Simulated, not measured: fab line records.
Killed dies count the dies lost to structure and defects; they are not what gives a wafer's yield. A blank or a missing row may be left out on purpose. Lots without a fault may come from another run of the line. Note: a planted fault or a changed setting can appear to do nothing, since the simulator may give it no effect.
fab line records	flow n5_finfet
record lots=7	wafers=39
route steps=1938 shown BEOL_M3@980 BEOL_M6@1194 BEOL_M8@1391 BEOL_M11@1536
start_h: hours from the record's first day to the start of the lot's first wafer shown	wait_h: time in hours since the lot's previous step	" same as the row above	L1.1+2: one row covering several wafers at once	- no value, or no start given	* or withheld: withheld	< > ~ a bound
route shown NAME@n: a module of which the file shows steps, and the number in the route of the first	usual: average and standard deviation across the fault-free wafers	same: alike in all rows	chamber/n: place in a boat	sites: per-site readings	_std_site: their standard deviation	_edge_site: the outer-site mean with the inner-site mean subtracted	radius_mm: for every site, how far away it sits from the centre of the wafer	mask NAME#n: copy n	behind: tool/chamber where the wafer was last shaped	hold: cause of the lot's hold/its duration in hours/its outcome	device: whichever transistor did not switch (one of n, p or np)	end of line: at the end of the route, the tests of the same wafers	step lacking rows: just its recipe	killed: at the first sort, the dies lost to defects and structure; wafer yield is something else	map: the dies of a wafer, with x for killed, . for not killed, _ for no die there
set.NAME: setting as actually run; set.NAME@STEP: the setting as run at that earlier step	model.NAME: the simulator's own value behind a step, which no gauge read
lots where settings were altered on purpose, with a table for each step and a row for each wafer
## steps
# step N5_BEOL_M3_TRENCH_ETCH_37
# recipe chemistry=C4F6/O2	target_depth_a=555.55	target=SiOC	time_s=29.2	ion_energy_ev=250	pressure_mtorr=30	source_w=355	bias_w=185	Ar_flow_sccm=300	C4F6_flow_sccm=10	O2_flow_sccm=10
lot.wafer	tool	chamber	start_h	wait_h	set.time_s	model.etch.depth_nm	model.BEOL_M3.feature_depth_nm	model.TiN_of_BEOL_M3_HM_DEP_02.thk_nm
L074.1	rie_diel-03	2	-	-	20.32	37.18	37.2	18.2
L074.2	"	0	"	"	20.32	38.78	38.8	18.2
L074.3	"	1	"	"	29.2	55.11	55.2	17.8
L074.4	"	3	"	"	29.2	55.12	55.2	17.8
L074.5	"	2	"	"	29.2	54.17	54.2	17.8
L074.6	"	3	"	"	20.32	38.64	38.6	18.2
L075.1	rie_diel-03	3	-	-	29.2	55.8	55.8	17.4
L075.2	"	1	"	"	20.17	38.05	38	18.2
L075.3	"	2	"	"	20.17	37.48	37.4	18.2
L075.4	"	0	"	"	29.2	56.39	56.4	17.2
L075.5	"	2	"	"	20.17	37.64	37.6	18
L075.6	"	1	"	"	29.2	55.34	55.4	17.4
L081.3	rie_diel-01	2	-	-	29.2	57.15	57.2	17.6
L081.4	"	0	"	"	29.2	56.84	56.8	17.8
L081.5	"	3	"	"	29.2	57.23	57.2	17.8
L082.1	rie_diel-06	0	-	-	29.2	54.43	54.4	17.2
L082.2	"	2	"	"	40.67	77.4	77.4	16.6
L082.3	"	1	"	"	29.2	54.22	54.2	17.4
L082.4	"	3	"	"	29.2	54.98	55	17.2
L082.5	"	0	"	"	40.67	75.5	75.4	16.4
L082.6	"	1	"	"	40.67	75.4	75.4	16.4
L080.1	rie_diel-03	0	-	-	29.2	56.21	56.2	17.8
L080.2	"	2	"	"	29.2	53.79	53.8	18
L080.3	"	3	"	"	15.53	29.39	29.4	19.4
L080.4	"	1	"	"	29.2	55.17	55.2	18
L080.5	"	3	"	"	15.53	29.71	29.8	19.2
L080.6	"	2	"	"	15.53	28.89	28.8	19.2
L093.1	rie_diel-06	1	-	-	29.2	54.71	54.8	18
L093.2	"	0	"	"	29.2	54.43	54.4	17.6
L093.3	"	2	"	"	29.2	56.88	56.8	17.6
L093.4	"	3	"	"	35.18	67.41	67.4	17.2
L093.5	"	1	"	"	35.18	65.49	65.4	17.4
L093.6	"	2	"	"	35.18	68.67	68.6	17
L095.1	rie_diel-03	1	-	-	29.2	55.32	55.4	17.8
L095.2	"	0	"	"	43.8	83.03	83	16.4
L095.3	"	3	"	"	43.8	82.21	82.2	16.4
L095.4	"	1	"	"	43.8	83.08	83	16.6
L095.5	"	3	"	"	29.2	54.6	54.6	17.8
L095.6	"	0	"	"	29.2	55.46	55.4	17.4
# step N5_BEOL_M3_ETCH_41
# recipe chemistry=CH3F/O2	target=SiCN	target_depth_a=299	taper_deg=2	time_s=52.5	ion_energy_ev=120	mask_material=TiN	pressure_mtorr=30	source_w=395	bias_w=75	Ar_flow_sccm=150	CH3F_flow_sccm=30	O2_flow_sccm=20
# step N5_BEOL_M3_STRIP_97
# recipe chemistry=N2/H2	time_s=10	power_w=450	temp_c=40	pressure_mtorr=20	rf_frequency_hz=6e+07	bias_power_w=7	n2_flow_sccm=200	h2_flow_sccm=200
# step N5_BEOL_M3_OCD_MEAS_38
# usual trench_depth_nm=55.5/0.96
lot.wafer	tool	chamber	start_h	wait_h	set.time_s@BEOL_M3_TRENCH_ETCH_37	trench_depth_nm
L074.1	ocd-02	-	151.26	-	20.32	37.5
L074.2	"	-	"	"	20.32	38.6
L074.3	"	-	"	"	29.2	55.5
L074.4	"	-	"	"	29.2	54.5
L074.5	"	-	"	"	29.2	54.4
L074.6	"	-	"	"	20.32	38.5
L075.1	ocd-02	-	162.06	-	29.2	56.0
L075.2	"	-	"	"	20.17	38.0
L075.3	"	-	"	"	20.17	37.9
L075.4	"	-	"	"	29.2	56.4
L075.5	"	-	"	"	20.17	38.0
L075.6	"	-	"	"	29.2	55.9
L081.3	ocd-02	-	193.41	-	29.2	57.1
L081.4	"	-	"	"	29.2	56.9
L081.5	"	-	"	"	29.2	57.2
L082.1	ocd-02	-	198.69	-	29.2	54.0
L082.2	"	-	"	"	40.67	76.9
L082.3	"	-	"	"	29.2	54.0
L082.4	"	-	"	"	29.2	54.8
L082.5	"	-	"	"	40.67	75.9
L082.6	"	-	"	"	40.67	75.4
L080.1	ocd-02	-	198.80	-	29.2	56.3
L080.2	"	-	"	"	29.2	54.1
L080.3	"	-	"	"	15.53	29.7
L080.4	"	-	"	"	29.2	55.1
L080.5	"	-	"	"	15.53	30.3
L080.6	"	-	"	"	15.53	29.4
L093.1	ocd-02	-	270.95	-	29.2	54.4
L093.2	"	-	"	"	29.2	54.2
L093.3	"	-	"	"	29.2	57.1
L093.4	"	-	"	"	35.18	67.6
L093.5	"	-	"	"	35.18	65.6
L093.6	"	-	"	"	35.18	68.6
L095.1	ocd-01	-	275.18	-	29.2	55.0
L095.2	"	-	"	"	43.8	82.9
L095.3	"	-	"	"	43.8	82.1
L095.4	"	-	"	"	43.8	83.0
L095.5	"	-	"	"	29.2	54.6
L095.6	"	-	"	"	29.2	55.9
# step N5_BEOL_M6_ILD_DEP_00
# recipe material=SiCOH_lowk	target_thk_a=1797.5	temp_c=300	precursor=DEMS/porogen	pressure_torr=5	rf_w=500	time_s=33.4
lot.wafer	tool	chamber	start_h	wait_h	set.time_s	model.SiCOH_lowk_of_BEOL_M6_ILD_DEP_00.thk_nm
L074.1	pecvd-04	0	176.98	0.0	22.36	118
L074.2	"	1	"	"	22.36	116.8
L074.3	"	2	"	"	33.4	174.8
L074.4	"	2	"	"	33.4	181
L074.5	"	0	"	"	22.36	120.2
L074.6	"	1	"	"	33.4	179
L075.1+3	pecvd-01	0,2	195.79	0.0	15.14	83.2
L075.2	"	1	"	"	33.4	176.2
L075.4	"	0	"	"	33.4	182.8
L075.5	"	2	"	"	33.4	180.4
L075.6	"	1	"	"	15.14	84.6
L081.3	pecvd-01	1	222.03	0.1	33.4	176.8
L081.4+5	"	0,2	"	"	33.4	181.2
L082.1	pecvd-01	0	226.85	0.0	33.4	176.8
L082.2	"	1	"	"	33.4	173.4
L082.3	"	2	"	"	26.26	139.2
L082.4	"	0	"	"	26.26	141
L082.5	"	1	"	"	33.4	178.8
L082.6	"	2	"	"	26.26	140
L080.1	pecvd-04	0	234.63	0.0	13.77	73.8
L080.2+3	"	1,2	"	"	13.77	75.2
L080.4	"	0	"	"	33.4	180.6
L080.5	"	2	"	"	33.4	179.6
L080.6	"	1	"	"	33.4	179.4
L093.1	pecvd-04	2	301.28	0.0	33.4	177.4
L093.2	"	1	"	"	33.4	172
L093.3	"	0	"	"	33.4	176.4
L093.4	"	2	"	"	33.4	179.2
L093.5	"	1	"	"	33.4	174.6
L093.6	"	0	"	"	33.4	177.8
L095.1	pecvd-01	2	308.01	0.0	26.81	143
L095.2	"	0	"	"	26.81	144.8
L095.3	"	1	"	"	33.4	177
L095.4	"	0	"	"	33.4	183.8
L095.5	"	2	"	"	33.4	181.4
L095.6	"	1	"	"	26.81	143.4
# step N5_BEOL_M6_CURE_74
# recipe temp_c=385	time_s=240	ambient=He/Ar	material=SiCOH_lowk
lot.wafer	tool	chamber	start_h	wait_h	set.time_s@BEOL_M6_ILD_DEP_00	model.SiCOH_lowk_of_BEOL_M6_ILD_DEP_00.thk_nm
L074.1	uv_cure-01	0	177.04	0.0	22.36	101.4
L074.2	"	0	"	"	22.36	100.4
L074.3	"	0	"	"	33.4	150.8
L074.4	"	0	"	"	33.4	156
L074.5	"	0	"	"	22.36	103.4
L074.6	"	0	"	"	33.4	154.4
L075.1	uv_cure-01	0	195.85	0.0	15.14	71.4
L075.2	"	0	"	"	33.4	152
L075.3	"	0	"	"	15.14	71.2
L075.4	"	0	"	"	33.4	157.6
L075.5	"	0	"	"	33.4	155.6
L075.6	"	0	"	"	15.14	72.6
L081.3	uv_cure-03	2	222.73	0.7	33.4	152.4
L081.4	"	2	"	"	33.4	156.2
L081.5	"	2	"	"	33.4	156.4
L082.1	uv_cure-02	2	226.91	0.0	33.4	152.4
L082.2	"	2	"	"	33.4	149.4
L082.3	"	2	"	"	26.26	119.6
L082.4	"	2	"	"	26.26	121.4
L082.5	"	2	"	"	33.4	154.2
L082.6	"	2	"	"	26.26	120.4
L080.1	uv_cure-03	0	234.69	0.0	13.77	63.2
L080.2+3	"	0	"	"	13.77	64.4
L080.4	"	0	"	"	33.4	155.8
L080.5+6	"	0	"	"	33.4	154.8
L093.1	uv_cure-03	1	301.35	0.0	33.4	153
L093.2	"	1	"	"	33.4	148.4
L093.3	"	1	"	"	33.4	152
L093.4	"	1	"	"	33.4	154.6
L093.5	"	1	"	"	33.4	150.4
L093.6	"	1	"	"	33.4	153.4
L095.1	uv_cure-01	2	308.07	0.0	26.81	123
L095.2	"	2	"	"	26.81	124.6
L095.3	"	2	"	"	33.4	152.6
L095.4	"	2	"	"	33.4	158.6
L095.5	"	2	"	"	33.4	156.4
L095.6	"	2	"	"	26.81	123.4
# step N5_BEOL_M6_THK_MEAS_01
# recipe reads=SiCOH_lowk_of_BEOL_M6_ILD_DEP_00
# usual M6_ILD_THK=153.7/2
lot.wafer	tool	chamber	start_h	wait_h	set.time_s@BEOL_M6_ILD_DEP_00	M6_ILD_THK[nm]
L074.1	film_metro-01	-	177.55	0.4	22.36	101.4
L074.2	"	-	"	"	22.36	100.3
L074.3	"	-	"	"	33.4	150.8
L074.4	"	-	"	"	33.4	156.1
L074.5	"	-	"	"	22.36	103.2
L074.6	"	-	"	"	33.4	154.4
L075.1	film_metro-01	-	196.36	0.4	15.14	71.4
L075.2	"	-	"	"	33.4	152.0
L075.3	"	-	"	"	15.14	71.3
L075.4	"	-	"	"	33.4	157.7
L075.5	"	-	"	"	33.4	155.7
L075.6	"	-	"	"	15.14	72.6
L081.3	film_metro-01	-	224.05	1.0	33.4	152.5
L081.4	"	-	"	"	33.4	156.3
L081.5	"	-	"	"	33.4	156.3
L082.1	film_metro-02	-	227.43	0.4	33.4	152.4
L082.2	"	-	"	"	33.4	149.4
L082.3	"	-	"	"	26.26	119.6
L082.4	"	-	"	"	26.26	121.3
L082.5	"	-	"	"	33.4	154.1
L082.6	"	-	"	"	26.26	120.6
L080.1	film_metro-01	-	236.65	1.6	13.77	63.2
L080.2	"	-	"	"	13.77	64.4
L080.3	"	-	"	"	13.77	64.4
L080.4	"	-	"	"	33.4	155.6
L080.5	"	-	"	"	33.4	154.8
L080.6	"	-	"	"	33.4	154.8
L093.1	film_metro-01	-	301.86	0.4	33.4	152.9
L093.2	"	-	"	"	33.4	148.4
L093.3	"	-	"	"	33.4	152.0
L093.4	"	-	"	"	33.4	154.5
L093.5	"	-	"	"	33.4	150.5
L093.6	"	-	"	"	33.4	153.3
L095.1	film_metro-02	-	308.59	0.4	26.81	123.1
L095.2	"	-	"	"	26.81	124.6
L095.3	"	-	"	"	33.4	152.5
L095.4	"	-	"	"	33.4	158.5
L095.5	"	-	"	"	33.4	156.5
L095.6	"	-	"	"	26.81	123.3
# step N5_BEOL_M8_CVD_78
# recipe material=Co	target_thk_a=20	temp_c=withheld	precursor=CCTBA/H2	pressure_torr=30	time_s=142.3
lot.wafer	tool	chamber	start_h	wait_h	set.target_thk_a	model.Co_of_BEOL_M8_CVD_78.thk_nm
L074.1+6	cvd_co-01	0	204.86	0.0	14.74	1.4
L074.2	"	2	"	"	20	1.8
L074.3+5	"	1,2	"	"	20	2
L074.4	"	1	"	"	14.74	1.2
L075.1+3	cvd_co-01	1,2	223.26	0.3	13.62	1.2
L075.2+5	"	0,2	"	"	20	2
L075.4	"	0	"	"	13.62	1.4
L075.6	"	1	"	"	20	1.8
L081.3+4+5	cvd_co-01	1,0,2	246.53	0.2	20	1.8
L082.1+4+5	cvd_co-01	1,0,2	246.94	0.0	20	1.8
L082.2+3	"	2,0	"	"	20	2
L082.6	"	1	"	"	20	1.6
L080.1+2+6	cvd_co-02	2,0,2	257.73	0.0	20	2
L080.3+4+5	"	1,1,0	"	"	25.06	2.6
L093.1+5	cvd_co-02	1	322.90	0.3	20	2.2
L093.2+3+4+6	"	2,0,2,0	"	"	20	2
L095.1+5	cvd_co-02	0	330.62	0.0	30.7	3
L095.2+4+6	"	1,1,2	"	"	20	2
L095.3	"	2	"	"	30.7	3.2
# step N5_BEOL_M11_ILD_DEP_00
# recipe material=SiCOH_lowk	target_thk_a=3085.1	temp_c=300	precursor=DEMS/porogen	pressure_torr=5	rf_w=500	time_s=58
lot.wafer	tool	chamber	start_h	wait_h	set.time_s	model.SiCOH_lowk_of_BEOL_M11_ILD_DEP_00.thk_nm
L074.1	pecvd-01	2	229.25	0.0	81.94	435
L074.2	"	0	"	"	58	306.8
L074.3	"	1	"	"	81.94	432.6
L074.4	"	2	"	"	58	317.8
L074.5	"	0	"	"	58	309.4
L074.6	"	1	"	"	81.94	441
L075.1	pecvd-01	2	241.30	0.0	58	310
L075.2	"	0	"	"	58	302
L075.3	"	1	"	"	58	306.4
L075.4	"	1	"	"	58	309.6
L075.5	"	2	"	"	58	311
L075.6	"	0	"	"	58	308.4
L082.1	pecvd-01	1	267.32	0.0	46	243.6
L082.2	"	2	"	"	58	304.4
L082.3	"	0	"	"	58	301.6
L082.4	"	1	"	"	46	251.6
L082.5	"	2	"	"	46	247.8
L082.6	"	0	"	"	58	306.8
L081.3	pecvd-03	2	268.89	0.0	58	307.6
L081.4	"	2	"	"	58	310.6
L081.5	"	0	"	"	58	309.8
L080.1+4	pecvd-02	2,0	275.72	0.0	58	312.2
L080.2	"	0	"	"	58	312.8
L080.3	"	1	"	"	58	307.6
L080.5	"	2	"	"	58	313.6
L080.6	"	1	"	"	58	311.2
L093.1	pecvd-01	0	340.65	0.0	58	307.2
L093.2	"	2	"	"	89.77	475
L093.3	"	1	"	"	89.77	474.2
L093.4	"	2	"	"	89.77	477
L093.5	"	1	"	"	58	313
L093.6	"	0	"	"	58	312.8
L095.1	pecvd-03	1	353.67	0.0	58	304.2
L095.2	"	0	"	"	74.46	390.8
L095.3+5	"	2,1	"	"	74.46	396.6
L095.4	"	2	"	"	58	316.2
L095.6	"	0	"	"	58	311.4
# step N5_BEOL_M11_CURE_71
# recipe temp_c=385	time_s=240	ambient=He/Ar	material=SiCOH_lowk
lot.wafer	tool	chamber	start_h	wait_h	set.time_s@BEOL_M11_ILD_DEP_00	model.SiCOH_lowk_of_BEOL_M11_ILD_DEP_00.thk_nm
L074.1	uv_cure-02	1	229.33	0.0	81.94	380.6
L074.2	"	1	"	"	58	266.4
L074.3	"	1	"	"	81.94	378.4
L074.4	"	1	"	"	58	276.2
L074.5	"	1	"	"	58	268.8
L074.6	"	1	"	"	81.94	386
L075.1	uv_cure-01	0	241.38	0.0	58	269.4
L075.2	"	0	"	"	58	262.2
L075.3	"	0	"	"	58	266
L075.4	"	0	"	"	58	269
L075.5	"	0	"	"	58	270.2
L075.6	"	0	"	"	58	267.8
L082.1	uv_cure-02	0	267.42	0.1	46	210.8
L082.2	"	0	"	"	58	264.4
L082.3	"	0	"	"	58	261.8
L082.4	"	0	"	"	46	217.8
L082.5	"	0	"	"	46	214.4
L082.6	"	0	"	"	58	266.4
L081.3	uv_cure-02	1	269.13	0.2	58	267.2
L081.4	"	1	"	"	58	269.8
L081.5	"	1	"	"	58	269.2
L080.1	uv_cure-02	1	275.88	0.1	58	271.2
L080.2	"	1	"	"	58	271.8
L080.3	"	1	"	"	58	267.2
L080.4	"	1	"	"	58	271.4
L080.5	"	1	"	"	58	272.4
L080.6	"	1	"	"	58	270.4
L093.1	uv_cure-01	2	340.72	0.0	58	266.8
L093.2	"	2	"	"	89.77	416.6
L093.3	"	2	"	"	89.77	415.8
L093.4	"	2	"	"	89.77	418.2
L093.5+6	"	2	"	"	58	271.8
L095.1	uv_cure-02	2	353.75	0.0	58	264.2
L095.2	"	2	"	"	74.46	341
L095.3	"	2	"	"	74.46	346.4
L095.4	"	2	"	"	58	274.8
L095.5	"	2	"	"	74.46	346.2
L095.6	"	2	"	"	58	270.6
# step N5_BEOL_M11_THK_MEAS_01
# recipe reads=SiCOH_lowk_of_BEOL_M11_ILD_DEP_00
# usual M11_ILD_THK=269/3.4
lot.wafer	tool	chamber	start_h	wait_h	set.time_s@BEOL_M11_ILD_DEP_00	M11_ILD_THK[nm]
L074.1	film_metro-01	-	229.84	0.4	81.94	381
L074.2	"	-	"	"	58	266
L074.3	"	-	"	"	81.94	378
L074.4	"	-	"	"	58	276
L074.5	"	-	"	"	58	269
L074.6	"	-	"	"	81.94	386
L075.1	film_metro-01	-	241.89	0.4	58	269
L075.2	"	-	"	"	58	262
L075.3	"	-	"	"	58	266
L075.4	"	-	"	"	58	269
L075.5	"	-	"	"	58	270
L075.6	"	-	"	"	58	268
L082.1	film_metro-02	-	267.93	0.4	46	211
L082.2	"	-	"	"	58	264
L082.3	"	-	"	"	58	262
L082.4	"	-	"	"	46	218
L082.5	"	-	"	"	46	215
L082.6	"	-	"	"	58	266
L081.3	film_metro-02	-	269.48	0.3	58	267
L081.4	"	-	"	"	58	270
L081.5	"	-	"	"	58	269
L080.1	film_metro-01	-	276.87	0.8	58	271
L080.2	"	-	"	"	58	272
L080.3	"	-	"	"	58	267
L080.4	"	-	"	"	58	271
L080.5	"	-	"	"	58	272
L080.6	"	-	"	"	58	270
L093.1	film_metro-02	-	341.24	0.4	58	267
L093.2	"	-	"	"	89.77	417
L093.3	"	-	"	"	89.77	416
L093.4	"	-	"	"	89.77	418
L093.5	"	-	"	"	58	272
L093.6	"	-	"	"	58	272
L095.1	film_metro-01	-	354.26	0.4	58	264
L095.2	"	-	"	"	74.46	341
L095.3	"	-	"	"	74.46	346
L095.4	"	-	"	"	58	275
L095.5	"	-	"	"	74.46	347
L095.6	"	-	"	"	58	270
# step N5_BEOL_M11_ETCH_41
# recipe chemistry=CH3F/O2	target=SiCN	target_depth_a=426	taper_deg=2	time_s=86	ion_energy_ev=120	mask_material=TiN	pressure_mtorr=30	source_w=395	bias_w=75	Ar_flow_sccm=150	CH3F_flow_sccm=30	O2_flow_sccm=20
lot.wafer	tool	chamber	start_h	wait_h	set.time_s	model.etch.depth_nm
L074.1	rie_diel-01	1	-	-	100.3	38.51
L074.2	"	2	"	"	86	33.15
L074.3	"	3	"	"	100.3	38.91
L074.4	"	0	"	"	100.3	38.39
L074.5	"	3	"	"	86	33.58
L074.6	"	2	"	"	86	33.11
L075.1	rie_diel-01	1	-	-	86	32.91
L075.2	"	2	"	"	41.06	15.69
L075.3	"	0	"	"	41.06	15.64
L075.4	"	3	"	"	86	33.14
L075.5	"	2	"	"	86	33.4
L075.6	"	1	"	"	41.06	15.84
L082.1	rie_diel-01	0	-	-	86	32.68
L082.2	"	1	"	"	60.7	23.21
L082.3	"	2	"	"	86	32.64
L082.4	"	3	"	"	60.7	23.27
L082.5	"	0	"	"	60.7	23.06
L082.6	"	3	"	"	86	32.7
L081.3	rie_diel-01	1	-	-	86	33.04
L081.4	"	3	"	"	86	32.85
L081.5	"	2	"	"	86	33.02
L080.1	rie_diel-01	3	-	-	135.7	51.52
L080.2	"	0	"	"	86	32.81
L080.3	"	2	"	"	135.7	51.75
L080.4	"	1	"	"	135.7	51.32
L080.5	"	1	"	"	86	32.77
L080.6	"	2	"	"	86	33.06
L093.1	rie_diel-03	2	-	-	86	31.2
L093.2	"	1	"	"	86	32.24
L093.3	"	0	"	"	41.47	15.6
L093.4	"	0	"	"	41.47	15.71
L093.5	"	2	"	"	41.47	15.2
L093.6	"	1	"	"	86	32.46
L095.1	rie_diel-01	2	-	-	52.4	20.07
L095.2	"	0	"	"	86	32.63
L095.3	"	3	"	"	86	32.77
L095.4	"	1	"	"	52.4	19.95
L095.5	"	0	"	"	52.4	20.01
L095.6	"	3	"	"	86	32.75
## key
split step=N5_BEOL_M3_TRENCH_ETCH_37	setting=time_s	stated=29.2	by=wafer
response step=N5_BEOL_M3_TRENCH_ETCH_37	reading=model.etch.depth_nm	change=+0.556	per=1%	r=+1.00
response step=N5_BEOL_M3_TRENCH_ETCH_37	reading=model.BEOL_M3.feature_depth_nm	change=+0.556	per=1%	r=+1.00
response step=N5_BEOL_M3_TRENCH_ETCH_37	reading=model.TiN_of_BEOL_M3_HM_DEP_02.thk_nm	change=-0.0236	per=1%	r=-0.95
response step=N5_BEOL_M3_OCD_MEAS_38	reading=trench_depth_nm	change=+0.554	per=1%	r=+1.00
split step=N5_BEOL_M6_ILD_DEP_00	setting=time_s	stated=33.4	by=wafer
response step=N5_BEOL_M6_ILD_DEP_00	reading=model.SiCOH_lowk_of_BEOL_M6_ILD_DEP_00.thk_nm	change=+1.78	per=1%	r=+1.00
response step=N5_BEOL_M6_CURE_74	reading=model.SiCOH_lowk_of_BEOL_M6_ILD_DEP_00.thk_nm	change=+1.54	per=1%	r=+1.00
response step=N5_BEOL_M6_THK_MEAS_01	reading=M6_ILD_THK	change=+1.54	per=1%	r=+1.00
split step=N5_BEOL_M8_CVD_78	setting=target_thk_a	stated=20	by=wafer
response step=N5_BEOL_M8_CVD_78	reading=model.Co_of_BEOL_M8_CVD_78.thk_nm	change=+0.021	per=1%	r=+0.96
split step=N5_BEOL_M11_ILD_DEP_00	setting=time_s	stated=58	by=wafer
response step=N5_BEOL_M11_ILD_DEP_00	reading=model.SiCOH_lowk_of_BEOL_M11_ILD_DEP_00.thk_nm	change=+2.98	per=1%	r=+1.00
response step=N5_BEOL_M11_CURE_71	reading=model.SiCOH_lowk_of_BEOL_M11_ILD_DEP_00.thk_nm	change=+2.66	per=1%	r=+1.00
response step=N5_BEOL_M11_THK_MEAS_01	reading=M11_ILD_THK	change=+2.66	per=1%	r=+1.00
split step=N5_BEOL_M11_ETCH_41	setting=time_s	stated=86	by=wafer
response step=N5_BEOL_M11_ETCH_41	reading=model.etch.depth_nm	change=+0.324	per=1%	r=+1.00
